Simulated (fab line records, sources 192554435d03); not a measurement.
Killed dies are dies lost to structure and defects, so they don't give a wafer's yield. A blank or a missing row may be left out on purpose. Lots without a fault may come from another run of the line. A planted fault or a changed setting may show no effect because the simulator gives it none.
Chamber matching | flow n5_finfet | N5_BEOL_M7_ETCH_65 on rie_diel-06: 4 sister chambers
The step etches SiARC in CF4, target depth 15.6 nm, time 26 s. 4 wafers are shown with their chamber, then 11 later ones without.

WAFERS WITH THEIR CHAMBER
wafer  | chamber | drypump_motor_current_A (A)
L087.5 | 3       | 5.9
L087.6 | 0       | 5.8
L089.4 | 2       | 5.4
L094.1 | 1       | 6.3

WAFERS WITHOUT THEIR CHAMBER
wafer  | drypump_motor_current_A (A)
L094.2 | 5.9
L094.3 | 5.8
L094.4 | 5.5
L094.5 | 5.5
L094.6 | 6.3
L095.1 | 5.8
L095.4 | 6.4
L095.6 | 5.9
L096.2 | 5.8
L096.4 | 5.9
L096.5 | 5.5

WHICH CHAMBER EACH WENT THROUGH
wafer  | from the rows above     | in truth
L094.2 | can't be placed: 3 or 0 | 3
L094.3 | can't be placed: 0 or 3 | 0
L094.4 | 2                       | 2
L094.5 | 2                       | 2
L094.6 | 1                       | 1
L095.1 | can't be placed: 0 or 3 | 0
L095.4 | 1                       | 1
L095.6 | can't be placed: 3 or 0 | 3
L096.2 | can't be placed: 0 or 3 | 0
L096.4 | can't be placed: 3 or 0 | 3
L096.5 | 2                       | 2
Placed correctly: 5 of 11. Can't be placed from these rows: 6 (the true chamber is among the candidates in 6). Placed wrongly: 0.
How it was worked out, from the rows above alone: a wafer's distance from a chamber is the root of the sum, over the readings, of the square of ((its reading less the chamber's mean) divided by the reading's scatter). The wafer belongs to the nearest chamber; if the next one is less than 2 further off, it can't be placed. A chamber's mean is the mean of its shown wafers. The scatter: with one shown wafer a chamber, the root of the mean of the squares of how far each hidden wafer lies from its nearest shown one.
